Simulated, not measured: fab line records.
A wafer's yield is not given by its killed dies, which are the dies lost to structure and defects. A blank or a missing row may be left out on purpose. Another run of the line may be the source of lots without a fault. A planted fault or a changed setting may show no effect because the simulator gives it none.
Chamber matching + flow nand-harc + NHARC_A_M0_DESCUM_14 on rie-diel-10 has 4 sister chambers
The step chemistry O2, time 3 s. 14 wafers are shown with their chamber, then 7 later ones without.

WAFERS PAIRED WITH THEIR CHAMBERS
| wafer  | chamber | drypump-motor-current-A (A) | oes-product-au (a.u.) | throttle-valve-pct (%) |
|--------|---------|-----------------------------|-----------------------|------------------------|
| L075.2 | 3       | 5.3                         | 1.024                 | 11.307                 |
| L075.3 | 1       | 5.4                         | 0.991                 | 11.305                 |
| L075.4 | 2       | 4.9                         | 1.011                 | 11.322                 |
| L078.3 | 0       | 5.5                         | 0.989                 | 11.310                 |
| L078.5 | 2       | 5.0                         | 0.999                 | 11.332                 |
| L078.6 | 3       | 5.3                         | 1.011                 | 11.305                 |
| L083.2 | 1       | 5.4                         | 0.984                 | 11.310                 |
| L083.3 | 2       | 4.9                         | 1.016                 | 11.311                 |
| L083.4 | 0       | 5.6                         | 0.976                 | 11.310                 |
| L087.1 | 3       | 5.3                         | 1.034                 | 11.319                 |
| L087.4 | 1       | 5.4                         | 0.987                 | 11.320                 |
| L087.6 | 2       | 4.9                         | 1.017                 | 11.306                 |
| L088.1 | 1       | 5.4                         | 0.997                 | 11.326                 |
| L088.2 | 0       | 5.6                         | 0.986                 | 11.299                 |

SIGNATURES (averages over the wafers above)
| reading                 | chamber 0 | chamber 1 | chamber 2 | chamber 3 | scatter within a chamber |
|-------------------------|-----------|-----------|-----------|-----------|--------------------------|
| drypump-motor-current-A | 5.567     | 5.400     | 4.925     | 5.300     | 0.0376                   |
| oes-product-au          | 0.98367   | 0.98975   | 1.01075   | 1.02300   | 0.00811                  |
| throttle-valve-pct      | 11.30633  | 11.31525  | 11.31775  | 11.31033  | 0.00933                  |
Rule: for each reading, subtract the chamber's mean from the wafer's reading, divide by that reading's scatter and square the result; add these up over the readings and take the root, which gives the wafer's distance from the chamber. If the next closest chamber is less than 2 further off than the closest, the wafer can't be placed; otherwise it belongs to the closest. The scatter is the square root of a quotient: the sum, over the shown wafers, of each reading's squared deviation from its chamber's mean, divided by wafers minus chambers.

WAFERS MISSING THEIR CHAMBER
| wafer  | drypump-motor-current-A (A) | oes-product-au (a.u.) | throttle-valve-pct (%) |
|--------|-----------------------------|-----------------------|------------------------|
| L088.4 | 4.9                         | 1.008                 | 11.311                 |
| L092.3 | 5.3                         | 1.014                 | 11.323                 |
| L092.5 | 5.3                         | 1.025                 | 11.325                 |
| L092.6 | 4.9                         | 1.013                 | 11.306                 |
| L095.2 | 5.4                         | 0.998                 | 11.313                 |
| L095.3 | 4.9                         | 1.012                 | 11.294                 |
| L095.5 | 4.9                         | 1.012                 | 11.312                 |

THE CHAMBER EACH PASSED THROUGH
| wafer  | from the rows above | in truth |
|--------|---------------------|----------|
| L088.4 | 2                   | 2        |
| L092.3 | 3                   | 3        |
| L092.5 | 3                   | 3        |
| L092.6 | 2                   | 2        |
| L095.2 | 1                   | 1        |
| L095.3 | 2                   | 2        |
| L095.5 | 2                   | 2        |
Correct placement for 7 of the 7. Can't be placed from these rows: 0. Number placed wrongly: 0.
